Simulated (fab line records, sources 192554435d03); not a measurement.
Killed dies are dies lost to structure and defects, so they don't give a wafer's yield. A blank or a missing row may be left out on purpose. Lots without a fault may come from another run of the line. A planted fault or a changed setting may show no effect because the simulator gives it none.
fab line records | flow n5_finfet | part 2 of 2: steps 20 to 31 of 31
record lots=5 wafers=15 last_day=18
route steps=1938 shown BEOL_M15@1821 PASS1_DEP@1831 MIM_BOT@1832 MIM_TOP@1834 MIM_TOP_LITHO@1839 MIM_TOP_ETCH@1851
lots that met no fault: from a run of the same line without faults
start_h: hours from the record's first day to the start of the lot's first wafer shown | wait_h: hours since the lot's step before | " the same as in the row above | L1.1+2: a row that stands for several wafers | - no value, or no start given | * or withheld: withheld | < > ~ a bound
route shown NAME@n: a module of which the file shows steps, and the number in the route of the first | usual: mean/standard deviation of fault-free wafers | same: alike in all rows | chamber/n: place in a boat | sites: the reading at each site | _std_site: their standard deviation | _edge_site: outer sites' mean less inner sites' | radius_mm: how far each site lies from the wafer's centre | mask NAME#n: copy n | behind: the tool/chamber that last shaped the wafer | hold: why the lot was held/for how many hours/how that ended | device: the transistor (n, p or np) that didn't switch | end of line: the same wafers' tests at the end of the route | a step without rows: its recipe alone | killed: dies lost to structure and defects at the first sort, not the wafer's yield | map: a wafer's dies, x killed, . not, _ none there
set.NAME: the setting as run; set.NAME@STEP: as run at that earlier step | model.NAME: the simulator's own value behind a step, which no gauge read
lots at some steps of the route; a table a step, a row a wafer
services: from which hour (start_h, from the record's first day; less than 0 if before it) a tool's chamber was out of use, for how many hours, and why
## steps
# step N5_MIM_TOP_LITHO_COAT_02
# recipe spin_rpm=* resist_thk_nm=*
# columns lot.wafer tool chamber start_h wait_h
L077.1+4+5 litho_track-03 0 - -
L082.4+5+6 litho_track-04 0 - -
L087.1+3+4 litho_track-04 0 - -
L090.1+3+5 litho_track-03 0 - -
L094.3+4+5 litho_track-02 0 - -
# step N5_MIM_TOP_LITHO_EBR_04
# recipe solvent=PGMEA ebr_width_mm=1.5
# columns lot.wafer tool chamber start_h wait_h
L077.1+4+5 litho_track-03 0 - -
L082.4+5+6 litho_track-04 0 - -
L087.1+3+4 litho_track-04 0 - -
L090.1+3+5 litho_track-03 0 - -
L094.3+4+5 litho_track-02 0 - -
# step N5_MIM_TOP_LITHO_SOFTBAKE_03
# recipe temp_c=100 time_s=90
# columns lot.wafer tool chamber start_h wait_h
L077.1+4+5 litho_track-03 0 - -
L082.4+5+6 litho_track-04 0 - -
L087.1+3+4 litho_track-04 0 - -
L090.1+3+5 litho_track-03 0 - -
L094.3+4+5 litho_track-02 0 - -
# step N5_MIM_TOP_LITHO_EXPOSE_05
# recipe mask_id=MIM_TOP na=0.55 source_shape=conventional sigma_outer=0.8 polarization=unpolarized target_cd_nm=2000 dose_mj=20.5
# columns lot.wafer tool chamber start_h wait_h mask
L077.1+4+5 krf_scanner-02 0 282.53 - MIM_TOP#0
L082.4+5+6 krf_scanner-02 0 313.18 - MIM_TOP#0
L087.1+3+4 krf_scanner-01 0 340.28 - MIM_TOP#0
L090.1+3+5 krf_scanner-02 0 368.63 - MIM_TOP#0
L094.3+4+5 krf_scanner-02 0 410.10 - MIM_TOP#0
# step N5_MIM_TOP_LITHO_PEB_06
# recipe peb_temp_c=withheld peb_time_s=*
# columns lot.wafer tool chamber start_h wait_h
L077.1+4+5 litho_track-03 0 282.59 0.1
L082.4+5+6 litho_track-02 0 313.22 0.0
L087.1+3+4 litho_track-04 0 340.34 0.1
L090.1+3+5 litho_track-03 0 368.69 0.1
L094.3+4+5 litho_track-03 0 410.15 0.0
# step N5_MIM_TOP_LITHO_DEVELOP_07
# recipe develop_time_s=60 rinse_liquid=diw dry=air_spin dev_temp_c=21
# columns lot.wafer tool chamber start_h wait_h
L077.1+4+5 litho_track-03 0 - -
L082.4+5+6 litho_track-02 0 - -
L087.1+3+4 litho_track-04 0 - -
L090.1+3+5 litho_track-03 0 - -
L094.3+4+5 litho_track-03 0 - -
# step N5_MIM_TOP_LITHO_HARDBAKE_09
# recipe temp_c=130 time_s=120
# columns lot.wafer tool chamber start_h wait_h
L077.1+4+5 litho_track-03 0 - -
L082.4+5+6 litho_track-02 0 - -
L087.1+3+4 litho_track-04 0 - -
L090.1+3+5 litho_track-03 0 - -
L094.3+4+5 litho_track-03 0 - -
# step N5_MIM_TOP_LITHO_CD_MEAS_08
# recipe target_cd_nm=2000 landing_energy_ev=500 detector=se_inlens
# usual cd_nm=1998.8/1.6
# columns lot.wafer tool chamber start_h wait_h cd_nm
L077.1 cd_sem-01 0 282.71 - 1999.2
L077.4 " 0 " " 1997.6
L077.5 " 0 " " 2000.0
L082.4 cd_sem-03 0 313.34 - 2001.2
L082.5 " 0 " " 2000.7
L082.6 " 0 " " 2000.0
L087.1 cd_sem-01 0 340.46 - 1997.2
L087.3 " 0 " " 1997.6
L087.4 " 0 " " 1998.1
L090.1 cd_sem-03 0 368.81 - 1999.4
L090.3 " 0 " " 2000.0
L090.5 " 0 " " 1998.8
L094.3 cd_sem-01 0 410.27 - 1999.1
L094.4 " 0 " " 1998.2
L094.5 " 0 " " 1996.7
# step N5_MIM_TOP_LITHO_OVL_MEAS_11
# recipe points_per_wafer=44
# usual MIM_TOP_OVL=-1/5.1
# columns lot.wafer tool chamber start_h wait_h MIM_TOP_OVL[nm]
L077.1 overlay-02 0 282.74 0.0 -3
L077.4 " 0 " " 2
L077.5 " 0 " " 2
L082.4 overlay-01 0 313.37 0.0 -3
L082.5 " 0 " " -10
L082.6 " 0 " " -9
L087.1 overlay-01 0 340.49 0.0 -1
L087.3 " 0 " " -3
L087.4 " 0 " " -4
L090.1 overlay-02 0 368.84 0.0 5
L090.3 " 0 " " 0
L090.5 " 0 " " 1
L094.3 overlay-02 0 410.30 0.0 3
L094.4 " 0 " " -5
L094.5 " 0 " " -5
# step N5_MIM_TOP_LITHO_INSPECT_12
# recipe mode=adi inspect_instrument=macro
# usual raw_defect_count=2.1/1.4
# columns lot.wafer tool chamber start_h wait_h raw_defect_count
L077.1 defect_inspect-01 - 282.76 0.0 5
L077.4 " - " " 2
L077.5 " - " " 2
L082.4 defect_inspect-02 - 313.39 0.0 4
L082.5 " - " " 0
L082.6 " - " " 2
L087.1 defect_inspect-02 - 340.51 0.0 2
L087.3 " - " " 1
L087.4 " - " " 0
L090.1 defect_inspect-02 - 368.86 0.0 3
L090.3 " - " " 3
L090.5 " - " " 2
L094.3 defect_inspect-02 - 410.32 0.0 2
L094.4 " - " " 3
L094.5 " - " " 2
# step N5_MIM_TOP_LITHO_DESCUM_10
# recipe chemistry=O2 time_s=7.9 source_power_w=50 bias_power_w=20 pressure_mtorr=20 rf_frequency_hz=2.712e+07 temp_c=40 o2_flow_sccm=225
# usual drypump_motor_current_A=5.8/0.4 oes_product_au=0.83/0.082 rf_vpp_V=243.5/1.5 showerhead_plenum_p_Torr=2.12/0.071 throttle_valve_pct=20.33/0.27
# columns lot.wafer tool chamber start_h wait_h drypump_motor_current_A oes_product_au rf_hours_counter_h rf_vpp_V showerhead_plenum_p_Torr throttle_valve_pct
L077.1 rie_diel-05 1 282.80 0.0 5.6 0.68 245 240.8 1.96 20.30
L077.4 " 0 " " 6.6 0.78 142 244.2 2.18 20.50
L077.5 " 3 " " 5.7 0.67 - 243.5 2.07 20.54
L082.4 rie_diel-03 2 313.49 0.1 5.9 0.90 26 245.2 2.22 20.01
L082.5 " 0 " " 5.8 0.93 - 243.6 2.15 19.91
L082.6 " 1 " " 5.7 0.78 - 242.1 2.10 20.46
L087.1 rie_diel-05 3 340.59 0.1 5.7 0.94 12 242.7 2.07 20.23
L087.3 " 2 " " 5.1 0.82 76 244.8 2.18 19.93
L087.4 " 1 " " 5.6 0.97 4 245.8 2.21 20.07
L090.1 rie_diel-03 3 368.90 0.0 5.5 0.82 85 242.3 2.05 20.59
L090.3 " 2 " " 5.9 0.87 44 244.8 2.21 20.06
L090.5 " 0 " " 5.8 0.89 - 244.3 2.15 19.95
L094.3 rie_diel-05 2 410.38 0.1 5.1 0.79 97 244.0 2.18 19.96
L094.4 " 3 " " 5.7 0.90 36 243.1 2.06 20.28
L094.5 " 1 " " 5.6 0.90 - 244.6 2.21 20.10
# step N5_MIM_TOP_ETCH_ETCH_00
# recipe chemistry=Cl2/BCl3 target=TiN target_depth_a=385 ion_energy_ev=150 pressure_mtorr=10 icp_w=1000 bias_w=126 Cl2_flow_sccm=53.25 bcl3_flow_sccm=21.75 Ar_flow_sccm=25
# usual drypump_motor_current_A=5.5/0.42 oes_product_au=0.83/0.077 throttle_valve_pct=22.7/0.37
# columns lot.wafer tool chamber start_h wait_h drypump_motor_current_A oes_product_au rf_hours_counter_h throttle_valve_pct
L077.1 rie_metal-01 0 282.88 0.1 5.1 0.74 53 22.2
L077.4 " 1 " " 5.1 0.89 - 22.9
L077.5 " 1 " " 5.1 0.88 - 22.9
L082.4 rie_metal-02 1 313.62 0.1 6.1 0.94 - 22.9
L082.5 " 1 " " 6.1 0.93 - 22.9
L082.6 " 0 " " 6.0 0.87 - 22.2
L087.1 rie_metal-02 1 340.68 0.1 6.1 0.92 8 22.9
L087.3 " 1 " " 6.1 0.92 - 22.9
L087.4 " 0 " " 6.0 0.86 - 22.2
L090.1 rie_metal-01 0 368.99 0.1 5.0 0.73 61 22.3
L090.3 " 0 " " 5.1 0.73 - 22.3
L090.5 " 1 " " 5.1 0.85 - 22.9
L094.3 rie_metal-01 1 410.50 0.1 5.0 0.82 - 22.9
L094.4 " 0 " " 5.0 0.72 - 22.3
L094.5 " 1 " " 5.1 0.82 - 22.9
## services
# columns tool chamber start_h hours kind
ecd_cu-01 - 255.23 2.1 repair
rie_diel-05 3 256.33 3.1 repair
cmp-04 - 260.68 1.5 repair
pecvd-01 - 269.73 1.0 repair
pecvd-04 - 270.16 2.9 repair
krf_scanner-02 - 279.21 1.0 pm
pecvd-04 2 282.31 4.7 repair
cmp-04 - 284.24 1.4 repair
cmp-04 - 286.17 0.3 repair
pecvd-04 - 290.23 1.7 repair
cmp-04 - 301.55 3.6 pm
cmp-04 - 305.61 1.6 repair
rie_diel-05 2 309.40 3.4 repair
ecd_cu-01 - 309.42 3.7 repair
pvd_sputter-03 - 313.96 11.4 repair
rie_diel-05 3 320.86 5.4 repair
cmp-04 - 323.87 5.7 repair
pvd_sputter-01 - 331.34 3.0 repair
pvd_sputter-01 - 337.39 1.7 repair
pecvd-01 - 357.40 1.4 repair
krf_scanner-02 - 361.94 0.8 pm
rie_diel-05 2 371.44 6.7 repair
krf_scanner-02 - 395.09 1.3 pm
pecvd-04 - 406.62 0.7 repair
